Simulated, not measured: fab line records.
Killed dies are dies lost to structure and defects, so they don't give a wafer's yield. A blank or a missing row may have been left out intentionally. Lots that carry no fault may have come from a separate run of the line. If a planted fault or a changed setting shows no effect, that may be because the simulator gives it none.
fab line records	flow n5_finfet
record lots=6	wafers=18	last_day=16
route steps=1938 shown BEOL_M11@1593 BEOL_M12@1602
lots that met no fault: taken from a fault-free run of the same line
start_h: start of the lot's first displayed wafer, in hours after the record's first day	wait_h: time in hours since the lot's previous step	" as in the row above	L1.1+2: a row that stands for several wafers	- no value present, or no start provided	* or withheld: withheld	< > ~ a bound
route shown NAME@n: NAME is a module with steps in the file, n the number in the route of the first one	usual: mean/standard deviation taken from wafers without a fault	same: alike in all rows	chamber/n: place in a boat	sites: the reading at each site	_std_site: their standard deviation	_edge_site: outer sites' mean less inner sites'	radius_mm: for every site, how far away it sits from the centre of the wafer	mask NAME#n: copy n	behind: tool/chamber where the wafer was last shaped	hold: cause of the lot's hold/its duration in hours/its outcome	device: transistor that didn't switch, given as n, p or np	end of line: the tests these same wafers got at the end of their route	a step given without rows: its recipe and nothing more	killed: count of dies lost to structure and defects at first sort (not the wafer's yield)	map: dies across one wafer; x = killed, . = not, _ = none there
set.NAME: the setting the step ran with; set.NAME@STEP: the setting that earlier step ran with	model.NAME: the simulator's own value behind a step, which no gauge read
lots seen at some steps along the route; tables by step, rows by wafer
services: from which hour (start_h, from the record's first day; less than 0 if before it) a tool's chamber was out of use, for how many hours, and why
## steps
# step N5_BEOL_M11_SPUTTER_48
# recipe material=Cu	target_thk_a=120	temp_c=-20	bias_v=60	power_w=26000	chamber_pressure_pa=0.13	time_s=2
# usual cathode_dc_power_W=26000/4.7	throttle_valve_pct=29.8/1.4
lot.wafer	tool	chamber	start_h	wait_h	cathode_dc_power_W	throttle_valve_pct
L322.1	pvd_sputter-01	-	217.01	0.1	26005	30.5
L322.2	"	-	"	"	25993	26.7
L322.6	"	-	"	"	26004	27.6
L325.1	pvd_sputter-03	-	237.63	0.1	25998	30.9
L325.3	"	-	"	"	25996	31.2
L325.6	"	-	"	"	25999	30.9
L333.2	pvd_sputter-01	-	288.35	0.2	26003	29.8
L333.3	"	-	"	"	25996	26.6
L333.6	"	-	"	"	26008	27.7
L335.1	pvd_sputter-03	-	301.85	0.1	26007	29.4
L335.2	"	-	"	"	26000	31.1
L335.5	"	-	"	"	25996	31.2
L339.2	pvd_sputter-02	-	331.04	1.1	26001	31.0
L339.4	"	-	"	"	25998	31.0
L339.5	"	-	"	"	25993	29.7
L341.1	pvd_sputter-02	-	341.78	0.1	25998	29.5
L341.3	"	-	"	"	25994	30.8
L341.5	"	-	"	"	26003	30.7
# step N5_BEOL_M11_ECD_50
# recipe material=Cu	target_thk_a=3180
# step N5_BEOL_M11_ANNEAL_51
# recipe temp_c=225	time_s=90	ambient=N2
# usual wafer_temp_C_max=225.71/0.26
lot.wafer	tool	chamber	start_h	wait_h	wafer_temp_C_max
L322.1	rtp_anneal-02	0	217.26	0.1	225.78
L322.2	"	0	"	"	226.01
L322.6	"	0	"	"	225.62
L325.1	rtp_anneal-01	0	238.07	0.3	225.67
L325.3	"	0	"	"	225.39
L325.6	"	0	"	"	225.40
L333.2	rtp_anneal-02	0	288.62	0.1	225.81
L333.3	"	0	"	"	225.68
L333.6	"	0	"	"	225.93
L335.1	rtp_anneal-01	0	302.22	0.2	225.29
L335.2	"	0	"	"	225.80
L335.5	"	0	"	"	225.79
L339.2	rtp_anneal-02	0	331.34	0.1	225.70
L339.4	"	0	"	"	225.82
L339.5	"	0	"	"	225.63
L341.1	rtp_anneal-02	0	342.24	0.3	226.14
L341.3	"	0	"	"	225.73
L341.5	"	0	"	"	225.91
# step N5_BEOL_M11_CMP_52
# recipe stop_on=SiCOH_lowk	t_overpolish_s=7	down_force_psi=1	platen_rpm=50	clearing_platen_down_force_psi=1.5	clearing_platen_rpm=50	post_cmp_clean=cu_alkaline	target_thk_nm=140	clearing_platen_pad_velocity_m_s=0.99484	pad_velocity_m_s=0.99484
# usual barrier_field_endpoint_s=29.2/0.7	motor_current_A=6.1/0.44	overpolish_run_s=7.001/0.009	time_to_endpoint_s=67.4/2.6
lot.wafer	tool	chamber	start_h	wait_h	barrier_field_endpoint_s	motor_current_A	overpolish_run_s	time_to_endpoint_s
L322.1	cmp-03	2	217.55	0.3	29.4	6.0	6.985	70.1
L322.2	"	3	"	"	29.2	6.4	7.003	66.8
L322.6	"	3	"	"	29.5	6.4	7.011	68.2
L325.1	cmp-04	1	238.40	0.3	28.2	5.9	7.024	61.2
L325.3	"	3	"	"	28.7	6.1	7.000	68.4
L325.6	"	0	"	"	28.8	5.2	6.990	64.0
L333.3	cmp-03	3	288.87	0.2	28.6	6.4	6.986	65.7
L333.2	"	1	"	"	28.4	6.0	6.992	66.4
L333.6	"	3	"	"	29.7	6.6	7.010	67.9
L335.1	cmp-03	2	302.60	0.3	28.7	5.9	6.997	66.1
L335.2	"	3	"	"	29.4	6.3	7.006	69.1
L335.5	"	1	"	"	28.9	6.1	6.997	68.8
L339.4	cmp-04	0	331.67	0.2	29.0	5.3	7.003	64.0
L339.2	"	1	"	"	28.7	6.0	7.007	63.1
L339.5	"	2	"	"	29.6	6.4	6.999	68.7
L341.1	cmp-04	3	342.54	0.3	29.0	6.2	6.996	67.9
L341.3	"	0	"	"	28.1	5.2	7.005	66.0
L341.5	"	0	"	"	28.5	5.2	7.001	66.4
# step N5_BEOL_M11_THK_MEAS_53
# recipe thk_meas_gauge=xrf	reads=Cu_of_BEOL_M11_ECD_50
# usual M11_THK=139.8/2.7
lot.wafer	tool	chamber	start_h	wait_h	M11_THK[nm]
L322.1	film_metro-02	-	217.85	-	141.6
L322.2	"	-	"	"	135.2
L322.6	"	-	"	"	138.5
L325.1	film_metro-02	-	238.66	-	143.1
L325.3	"	-	"	"	139.1
L325.6	"	-	"	"	138.7
L333.2	film_metro-02	-	289.17	-	141.1
L333.3	"	-	"	"	139.6
L333.6	"	-	"	"	136.9
L335.1	film_metro-01	-	302.82	-	138.8
L335.2	"	-	"	"	140.0
L335.5	"	-	"	"	141.5
L339.2	film_metro-02	-	331.89	-	136.5
L339.4	"	-	"	"	137.4
L339.5	"	-	"	"	137.5
L341.1	film_metro-02	-	342.83	-	136.1
L341.3	"	-	"	"	133.9
L341.5	"	-	"	"	140.5
# step N5_BEOL_M11_PRE_CLEAN_55
# recipe gas=NH3	time_s=15	temp_c=withheld	rf_power_w=300
# step N5_BEOL_M11_DEP_56
# recipe material=SiCN	target_thk_a=300	temp_c=withheld	precursor=3MS/NH3	pressure_torr=3	rf_w=675	time_s=10.5
# usual showerhead_plenum_p_Torr=4.158/0.026	throttle_valve_pct=17.8/0.6
lot.wafer	tool	chamber	start_h	wait_h	showerhead_plenum_p_Torr	throttle_valve_pct
L322.1	pecvd-01	2	217.91	0.0	4.103	16.6
L322.2	"	1	"	"	4.154	17.5
L322.6	"	1	"	"	4.155	17.3
L325.1	pecvd-04	1	238.72	0.0	4.187	18.1
L325.3	"	2	"	"	4.133	17.8
L325.6	"	2	"	"	4.125	17.8
L333.2	pecvd-04	0	289.23	0.0	4.192	18.8
L333.3	"	1	"	"	4.189	18.3
L333.6	"	1	"	"	4.182	18.1
L335.1	pecvd-03	0	302.88	0.0	4.169	17.4
L335.2	"	1	"	"	4.154	18.2
L335.5	"	1	"	"	4.164	18.1
L339.2	pecvd-03	1	331.95	0.0	4.166	18.4
L339.4	"	1	"	"	4.161	18.4
L339.5	"	0	"	"	4.157	17.6
L341.1	pecvd-04	2	342.89	0.0	4.133	17.6
L341.3	"	0	"	"	4.194	18.9
L341.5	"	0	"	"	4.205	18.8
# step N5_BEOL_M11_RS_MEAS_57
# recipe thk_meas_gauge=four-point-probe	reads=Cu_of_BEOL_M11_ECD_50+Co_of_BEOL_M11_CVD_75+TaN_of_BEOL_M11_ALD_74
# usual M11_RS=0.1505/0.003
lot.wafer	tool	chamber	start_h	wait_h	M11_RS[ohm/sq]
L322.1	film_metro-02	-	217.97	0.0	0.1494
L322.2	"	-	"	"	0.1555
L322.6	"	-	"	"	0.1526
L325.1	film_metro-02	-	238.79	0.0	0.1475
L325.3	"	-	"	"	0.1519
L325.6	"	-	"	"	0.1534
L333.2	film_metro-02	-	289.29	0.0	0.1483
L333.3	"	-	"	"	0.1508
L333.6	"	-	"	"	0.1527
L335.1	film_metro-01	-	302.95	0.0	0.1529
L335.2	"	-	"	"	0.1517
L335.5	"	-	"	"	0.1498
L339.2	film_metro-02	-	332.01	0.0	0.1537
L339.4	"	-	"	"	0.1527
L339.5	"	-	"	"	0.1516
L341.1	film_metro-02	-	342.96	0.0	0.1531
L341.3	"	-	"	"	0.1559
L341.5	"	-	"	"	0.1474
# step N5_BEOL_M11_INSPECT_58
# recipe inspect_instrument=darkfield	mode=post_dep
# usual raw_defect_count=68/19
lot.wafer	tool	chamber	start_h	wait_h	raw_defect_count
L322.1	defect_inspect-01	-	218.00	0.0	76
L322.2	"	-	"	"	74
L322.6	"	-	"	"	57
L325.1	defect_inspect-02	-	238.81	0.0	29
L325.3	"	-	"	"	51
L325.6	"	-	"	"	53
L333.2	defect_inspect-02	-	289.32	0.0	49
L333.3	"	-	"	"	63
L333.6	"	-	"	"	98
L335.1	defect_inspect-01	-	302.97	0.0	70
L335.2	"	-	"	"	58
L335.5	"	-	"	"	74
L339.2	defect_inspect-02	-	332.04	0.0	80
L339.4	"	-	"	"	69
L339.5	"	-	"	"	104
L341.1	defect_inspect-01	-	342.98	0.0	66
L341.3	"	-	"	"	59
L341.5	"	-	"	"	67
# step N5_BEOL_M12_ILD_DEP_00
# recipe material=SiOC	target_thk_a=6589.2	temp_c=350	precursor=DEMS/O2	pressure_torr=5	rf_w=500	time_s=130.7
# step N5_BEOL_M12_THK_MEAS_01
# recipe reads=SiOC_of_BEOL_M12_ILD_DEP_00
# usual M12_ILD_THK=657/7.7
lot.wafer	tool	chamber	start_h	wait_h	M12_ILD_THK[nm]
L322.1	film_metro-01	-	218.17	0.1	650
L322.2	"	-	"	"	655
L322.6	"	-	"	"	665
L325.1	film_metro-01	-	239.03	0.1	655
L325.3	"	-	"	"	655
L325.6	"	-	"	"	659
L333.2	film_metro-01	-	289.48	0.1	654
L333.3	"	-	"	"	643
L333.6	"	-	"	"	657
L335.1	film_metro-01	-	303.14	0.1	649
L335.2	"	-	"	"	639
L335.5	"	-	"	"	667
L339.2	film_metro-02	-	332.21	0.1	657
L339.4	"	-	"	"	661
L339.5	"	-	"	"	668
L341.1	film_metro-02	-	343.20	0.1	652
L341.3	"	-	"	"	669
L341.5	"	-	"	"	674
# step N5_BEOL_M12_COAT_58
# recipe resist=BARC	temp_c=205	time_s=60	spin_rpm=1500	resist_thk_nm=89
# step N5_BEOL_M12_COAT_04
# recipe spin_rpm=1625	resist_thk_nm=400
# usual spin_speed_rpm=1625.1/0.98
lot.wafer	tool	chamber	start_h	wait_h	spin_speed_rpm	model.coat_of_BEOL_M12_COAT_04.thk_nm
L322.1	litho_track-01	0	218.20	-	1626.8	402.6
L322.2	"	0	"	"	1622.8	401.2
L322.6	"	0	"	"	1624.8	400.2
L325.1	litho_track-05	0	239.06	-	1625.6	400.6
L325.3	"	0	"	"	1624.5	400.6
L325.6	"	0	"	"	1625.5	400.6
L333.2	litho_track-05	0	289.52	-	1552.4	408.8
L333.3	"	0	"	"	1551.8	408.6
L333.6	"	0	"	"	1552.0	408.4
L335.1	litho_track-05	0	303.18	-	1551.8	409.4
L335.2	"	0	"	"	1553.3	409.4
L335.5	"	0	"	"	1552.5	408.6
L339.2	litho_track-01	0	332.24	-	1625.2	401.8
L339.4	"	0	"	"	1625.1	400.4
L339.5	"	0	"	"	1624.6	400.2
L341.1	litho_track-01	0	343.24	-	1624.5	401.6
L341.3	"	0	"	"	1624.4	402.4
L341.5	"	0	"	"	1624.0	401.8
# step N5_BEOL_M12_EBR_06
# recipe solvent=PGMEA	ebr_width_mm=1.5
# step N5_BEOL_M12_SOFTBAKE_05
# recipe temp_c=130	time_s=60
# step N5_BEOL_M12_EXPOSE_07
# recipe mask_id=V11	na=0.93	source_shape=conventional	sigma_outer=0.6	polarization=unpolarized	attpsm_phase_deg=180	dose_mj=32.5
# step N5_BEOL_M12_PEB_08
# recipe peb_temp_c=130	peb_time_s=90
# step N5_BEOL_M12_DEVELOP_09
# recipe develop_time_s=45	rinse_liquid=diw	dry=air_spin	dev_temp_c=21
# step N5_BEOL_M12_HARDBAKE_14
# recipe temp_c=130	time_s=120
# step N5_BEOL_M12_CD_MEAS_10
# recipe target_cd_nm=140	landing_energy_ev=500	detector=se_inlens	polarity=opening
# usual cd_nm=139.8/1.3
lot.wafer	tool	chamber	start_h	wait_h	cd_nm
L322.1	cd_sem-03	0	218.59	-	140.4
L322.2	"	0	"	"	140.7
L322.6	"	0	"	"	140.6
L325.1	cd_sem-02	0	239.46	-	139.1
L325.3	"	0	"	"	140.0
L325.6	"	0	"	"	139.9
L333.2	cd_sem-01	0	289.91	-	139.6
L333.3	"	0	"	"	140.1
L333.6	"	0	"	"	141.0
L335.1	cd_sem-02	0	303.60	-	136.6
L335.2	"	0	"	"	136.4
L335.5	"	0	"	"	136.8
L339.2	cd_sem-02	0	332.64	-	138.8
L339.4	"	0	"	"	139.2
L339.5	"	0	"	"	140.3
L341.1	cd_sem-03	0	343.63	-	139.4
L341.3	"	0	"	"	139.8
L341.5	"	0	"	"	140.7
# step N5_BEOL_M12_OVL_MEAS_11
# recipe points_per_wafer=44
# usual V11_OVL=1/4.8
# same points_per_wafer=44
lot.wafer	tool	chamber	start_h	wait_h	V11_OVL[nm]
L322.1	overlay-01	0	218.63	0.0	-2
L322.2	"	0	"	"	4
L322.6	"	0	"	"	-6
L325.1	overlay-01	0	239.49	0.0	0
L325.3	"	0	"	"	8
L325.6	"	0	"	"	-1
L333.2	overlay-02	0	289.94	0.0	0
L333.3	"	0	"	"	-3
L333.6	"	0	"	"	5
L335.1	overlay-02	0	303.63	0.0	0
L335.2	"	0	"	"	0
L335.5	"	0	"	"	11
L339.2	overlay-02	0	332.67	0.0	7
L339.4	"	0	"	"	9
L339.5	"	0	"	"	4
L341.1	overlay-01	0	343.66	0.0	-1
L341.3	"	0	"	"	2
L341.5	"	0	"	"	0
# step N5_BEOL_M12_INSPECT_12
# recipe mode=adi	inspect_instrument=macro
# usual raw_defect_count=2/1.4
lot.wafer	tool	chamber	start_h	wait_h	raw_defect_count
L322.1	defect_inspect-01	-	218.65	0.0	0
L322.2	"	-	"	"	0
L322.6	"	-	"	"	3
L325.1	defect_inspect-02	-	239.51	0.0	3
L325.3	"	-	"	"	3
L325.6	"	-	"	"	5
L333.2	defect_inspect-01	-	289.97	0.0	2
L333.3	"	-	"	"	2
L333.6	"	-	"	"	3
L335.1	defect_inspect-01	-	303.65	0.0	3
L335.2	"	-	"	"	1
L335.5	"	-	"	"	1
L339.2	defect_inspect-01	-	332.69	0.0	0
L339.4	"	-	"	"	3
L339.5	"	-	"	"	1
L341.1	defect_inspect-02	-	343.68	0.0	2
L341.3	"	-	"	"	0
L341.5	"	-	"	"	3
# step N5_BEOL_M12_DESCUM_15
# recipe chemistry=O2	time_s=7.9	source_power_w=50	bias_power_w=20	pressure_mtorr=20	rf_frequency_hz=2.712e+07	temp_c=40	o2_flow_sccm=225
# step N5_BEOL_M12_ETCH_59
# recipe chemistry=N2/H2	target=BARC	target_depth_a=890	overetch_a=267	time_s=67.9	ion_energy_ev=200	pressure_mtorr=30	source_w=840	bias_w=150	n2_flow_sccm=200	h2_flow_sccm=200
# step N5_BEOL_M12_VIA_ETCH_16
# recipe chemistry=C4F8/O2/Ar	target=SiOC	pressure_mtorr=30	source_w=3000	bias_w=700	Ar_flow_sccm=400	C4F8_flow_sccm=15	O2_flow_sccm=8	he_inner_torr=15	he_outer_torr=30	target_depth_a=7248	time_s=withheld	ion_energy_ev=250	ends=cleared
# usual drypump_motor_current_A=6.0/0.51	he_outer_torr=30.01/0.064	oes_product_au=0.72/0.07	rf_vpp_V=666.3/2.6	showerhead_plenum_p_Torr=3.45/0.091	throttle_valve_pct=24.2/0.33
lot.wafer	tool	chamber	start_h	wait_h	drypump_motor_current_A	he_outer_torr	oes_product_au	rf_vpp_V	showerhead_plenum_p_Torr	throttle_valve_pct	model.coat_of_BEOL_M12_COAT_04.thk_nm
L322.1	rie_diel-05	3	219.20	0.0	5.6	29.99	0.69	668.8	3.57	24.4	129.4
L322.2	"	1	"	"	6.2	30.01	0.85	667.5	3.50	23.9	126
L322.6	"	2	"	"	6.6	30.00	0.68	664.6	3.41	24.2	122.4
L325.1	rie_diel-04	2	239.63	0.0	5.7	30.03	0.81	667.1	3.49	23.7	124.8
L325.3	"	1	"	"	5.7	29.94	0.68	663.6	3.40	24.5	124
L325.6	"	1	"	"	5.7	29.98	0.69	665.9	3.41	24.5	123
L333.2	rie_diel-04	0	290.09	0.0	6.6	29.99	0.86	670.1	3.61	23.6	131.8
L333.3	"	3	"	"	5.6	30.09	0.63	667.3	3.52	24.0	137.2
L333.6	"	3	"	"	5.7	29.97	0.62	667.0	3.52	24.0	133.2
L335.1	rie_diel-01	1	303.81	0.0	6.6	30.01	0.74	665.4	3.46	24.7	135.4
L335.2	"	2	"	"	6.6	30.06	0.61	664.9	3.38	24.2	140
L335.5	"	1	"	"	6.6	30.04	0.74	666.5	3.46	24.7	129.8
L339.2	rie_diel-04	1	332.82	0.0	5.7	30.10	0.66	664.5	3.39	24.5	125
L339.4	"	1	"	"	5.7	30.03	0.66	665.2	3.39	24.5	122.8
L339.5	"	0	"	"	6.6	30.01	0.83	671.6	3.60	23.6	119.4
L341.1	rie_diel-05	2	343.80	0.0	6.6	30.02	0.65	664.0	3.39	24.3	128.2
L341.3	"	1	"	"	6.2	30.02	0.76	666.7	3.48	24.0	123.4
L341.5	"	0	"	"	5.6	29.99	0.69	661.9	3.29	24.1	122.6
# step N5_BEOL_M12_STRIP_63
# recipe chemistry=N2/H2	power_w=1000	temp_c=250	h2_frac=0.65	overash_fraction=0.3	pressure_mtorr=1000	n2_flow_sccm=1750	h2_flow_sccm=3250
# usual drypump_motor_current_A=6.08/0.3	heater_power_w=312/17	oes_product_au=0.693/0.0043	strip_time_to_endpoint_s=42.8/0.72
lot.wafer	tool	chamber	start_h	wait_h	drypump_motor_current_A	heater_power_w	oes_product_au	rf_hours_counter_h	strip_time_to_endpoint_s
L322.1	plasma_asher-01	1	219.56	-	5.91	278	0.694	66	44.2
L322.2	"	0	"	"	5.75	316	0.689	66	43.3
L322.6	"	0	"	"	5.76	313	0.696	-	42.4
L325.1	plasma_asher-01	0	239.83	-	5.75	319	0.690	69	43.0
L325.3	"	1	"	"	5.89	287	0.694	-	42.8
L325.6	"	1	"	"	5.87	289	0.692	-	42.5
L333.2	plasma_asher-02	0	290.29	-	6.37	322	0.700	130	44.8
L333.3	"	0	"	"	6.38	327	0.696	-	46.3
L333.6	"	0	"	"	6.37	336	0.690	-	45.3
L335.1	plasma_asher-01	1	304.01	-	5.88	286	0.693	82	45.8
L335.2	"	0	"	"	5.73	322	0.699	82	47.0
L335.5	"	1	"	"	5.87	293	0.700	-	44.3
L339.2	plasma_asher-02	0	333.02	-	6.38	328	0.693	140	43.0
L339.4	"	0	"	"	6.37	329	0.695	-	42.4
L339.5	"	1	"	"	6.50	323	0.697	-	41.5
L341.1	plasma_asher-01	0	344.22	-	5.80	318	0.695	91	43.9
L341.3	"	1	"	"	5.90	290	0.695	-	42.6
L341.5	"	1	"	"	5.89	292	0.694	-	42.4
# step N5_BEOL_M12_STRIP_64
# recipe chemistry=N2/H2	power_w=1000	temp_c=250	h2_frac=0.65	overash_fraction=0.3	pressure_mtorr=withheld	n2_flow_sccm=1750	h2_flow_sccm=3250
# usual drypump_motor_current_A=6.08/0.3	heater_power_w=313/17	oes_product_au=0.715/0.0044	strip_time_to_endpoint_s=31.31/0.07
lot.wafer	tool	chamber	start_h	wait_h	drypump_motor_current_A	heater_power_w	oes_product_au	rf_hours_counter_h	strip_time_to_endpoint_s
L322.1	plasma_asher-01	1	219.62	0.0	5.92	293	0.711	66	31.33
L322.2	"	0	"	"	5.75	312	0.710	66	31.30
L322.6	"	0	"	"	5.76	310	0.716	-	31.33
L325.1	plasma_asher-01	0	239.89	0.0	5.74	312	0.712	69	31.20
L325.3	"	1	"	"	5.90	284	0.716	-	31.18
L325.6	"	1	"	"	5.87	286	0.713	-	31.22
L333.2	plasma_asher-02	0	290.35	0.0	6.40	333	0.711	130	31.31
L333.3	"	0	"	"	6.39	330	0.710	-	31.19
L333.6	"	0	"	"	6.37	338	0.722	-	31.24
L335.1	plasma_asher-01	1	304.07	0.0	5.91	299	0.710	82	31.31
L335.2	"	0	"	"	5.78	316	0.713	82	31.30
L335.5	"	1	"	"	5.93	293	0.718	-	31.31
L339.2	plasma_asher-02	0	333.08	0.0	6.36	332	0.715	140	31.32
L339.4	"	0	"	"	6.37	331	0.711	-	31.35
L339.5	"	1	"	"	6.44	321	0.716	-	31.31
L341.1	plasma_asher-01	0	344.28	0.0	5.79	314	0.716	91	31.28
L341.3	"	1	"	"	5.92	288	0.716	-	31.12
L341.5	"	1	"	"	5.90	287	0.715	-	31.22
## services
tool	chamber	start_h	hours	kind
cmp-03	-	195.42	1.8	repair
pecvd-01	-	195.64	14.6	pm
pecvd-04	2	202.39	-	clean
pecvd-04	2	202.39	-	consumable_replace:showerhead
pecvd-04	2	202.39	29.0	scheduled_down
cmp-04	-	209.28	0.9	repair
rie_diel-04	2	210.03	5.3	repair
rie_diel-04	1	217.31	5.0	repair
rie_diel-01	3	221.31	4.5	repair
pecvd-03	0	231.60	8.4	repair
cmp-03	-	238.32	4.0	pm
rie_diel-01	2	240.16	6.1	repair
cmp-04	-	260.31	1.5	repair
rie_diel-04	1	265.61	2.8	repair
pecvd-01	0	267.79	6.9	repair
rie_diel-04	1	270.86	4.3	repair
rie_diel-04	3	283.85	4.2	repair
rie_diel-01	1	284.52	2.1	repair
rie_diel-04	2	298.45	3.9	repair
rie_diel-01	3	303.05	3.8	repair
cmp-04	-	305.17	4.0	pm
cmp-03	-	305.80	0.5	repair
pecvd-03	-	329.01	2.8	pm
pvd_sputter-03	-	335.59	1.7	repair
## key
first_sign step=N5_BEOL_M12_COAT_04	reading=spin_speed_rpm	direction=down	sigmas=74	usual=*	struck=*
effect step=N5_BEOL_M12_STRIP_63	reading=strip_time_to_endpoint_s	direction=up	sigmas=3.8	usual=*	struck=*
model_effect step=N5_BEOL_M12_COAT_04	value=coat_of_BEOL_M12_COAT_04.thk_nm	without=399.7	struck=408.9
model_effect step=N5_BEOL_M12_VIA_ETCH_16	value=coat_of_BEOL_M12_COAT_04.thk_nm	without=125.4	struck=134.6
met_at N5_BEOL_M12_COAT_04
struck_wafers L333.2,L333.3,L333.6,L335.1,L335.2,L335.5
onset_between 239.06 289.52
fault kind=process_parameter_drift	tool=litho_track-05	chamber=-	onset_h=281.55	steps=N5_BEOL_M12_COAT_04	channel=spin_rpm	offset=*	shape=step	end_h=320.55	acts_in=*	stated=*
